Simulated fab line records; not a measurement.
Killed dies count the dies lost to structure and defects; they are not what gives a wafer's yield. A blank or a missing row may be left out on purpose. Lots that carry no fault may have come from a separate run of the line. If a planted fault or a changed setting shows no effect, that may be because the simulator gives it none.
Struck lot and sound lot, side by side ; flow nand_harc ; 14 out of 1159 route steps
Sound: these wafers, L218.1, L218.5, L218.6. Struck: wafer L226.6 (L226.1, L226.4, from the same lot, were not struck and are left out); the cause is given at the end.
At each step with rows: each side's tool, then ch and its chambers, then its first start. Under that, the readings that differ: sound wafers ; struck wafers ; difference of the means ; sigmas: that difference in standard deviations of wafers without a fault.
alike: words and numbers the same on both sides, and readings whose means are apart by under 2 such deviations; not compared: readings that were withheld, readings missing a value for some wafer, numbers with overlapping values and no deviation given by the record, and bounds like >300 which may hide the same value.
Wherever a step has rows on one side only, a row that says differs or no value, or a row with sigmas, the two part there. Numbers that have no deviation but don't overlap get no sigmas and don't part them. A reading that every wafer of one side lacks parts them only if that side has two wafers or more.

first, 1 step without rows for these wafers: NHARC_A_WL_FILL_ANNEAL_08 (time 1800 s).
NHARC_A_WL_FILL_ALD_10: deposits SiO2, target thk 50 nm, pulse time 10 s, ald cycles 500.
  sound on ald_hk-01 ch 0,2,3, day 17 09:26; struck on ald_hk-01 ch 2, day 18 23:25
  alike: heater_power_w, precursor_pulse_height_rel
  not compared: ald_cycles
NHARC_A_WL_FILL_ETCHBACK_16: etches the open film in C4F8/O2/Ar, target depth 88 nm, time 17.6 s.
  sound: rie_diel-10 ch 1,2,3; struck: rie_diel-10 ch 3
  alike: chamber_pressure_mTorr, oes_product_au, rf_vpp_V
  not compared: rf_hours_counter_h
then, 1 step without rows for these wafers: NHARC_A_WL_FILL_STRIP_29 (strips in O2, time 20 s).
NHARC_A_WL_FILL_ETCHBACK_17: etches the open film in Cl2/BCl3, target depth 4 nm, time 26.7 s.
  sound on rie_metal-01 ch 0,1, day 17 12:45; struck on rie_metal-01 ch 1, day 19 02:13
  alike: chamber_pressure_mTorr, drypump_motor_current_A, oes_product_au
  not compared: rf_hours_counter_h
then, 3 steps without rows for these wafers: NHARC_A_WL_FILL_PRECLEAN_18 (cleans in dHF, time 30 s); NHARC_A_WL_FILL_SRD_21; NHARC_A_WL_FILL_CVD_23 (deposits poly-Si, target thk 40 nm, time 800 s).
NHARC_A_WL_FILL_ETCHBACK_26: etches the open film in HBr, target depth 52 nm, time 13.3 s.
  sound on rie_si-05 ch 1,2, day 17 18:02; struck on rie_si-02 ch 3, day 19 07:25
  alike: chamber_pressure_mTorr, drypump_motor_current_A, oes_product_au, throttle_valve_pct
  not compared: rf_hours_counter_h
then, 2 steps without rows for these wafers: NHARC_A_WL_FILL_PRECLEAN_30 (cleans in dHF, time 10 s); NHARC_A_WL_FILL_SRD_14.
NHARC_A_WL_FILL_ALD_19: deposits TiN, target thk 2 nm, pulse time 3 s, ald cycles 100.
  sound on ald_metal-02 ch 0,2, day 17 18:17; struck on ald_metal-04 ch 0, day 19 07:41
reading;sound;struck;difference;sigmas
ald_cycles;100 100 100;50;-50;
  alike: heater_power_w, precursor_pulse_height_rel
NHARC_A_WL_FILL_CVD_20: deposits W, target thk 75 nm, time 5064 s.
  sound: cvd_w-01 ch 0,1; struck: cvd_w-02 ch 1
  alike: heater_power_w, mfc_wf6_sccm, throttle_valve_pct
-- the record jumps here: 4 days lie between the struck wafers' starts before and after (it left off in module A_WL_FILL and takes up again in module END, whose first step shown is number 1159 of the route) --
NHARC_END_SORT_01:
  here the record holds rows for the struck wafers (prober-02 ch 0, day 23 06:07) but none for the sound ones

== WHERE THEY PART ==
NHARC_END_SORT_01 only, going by this record.

WHY: what had been put in by the simulator
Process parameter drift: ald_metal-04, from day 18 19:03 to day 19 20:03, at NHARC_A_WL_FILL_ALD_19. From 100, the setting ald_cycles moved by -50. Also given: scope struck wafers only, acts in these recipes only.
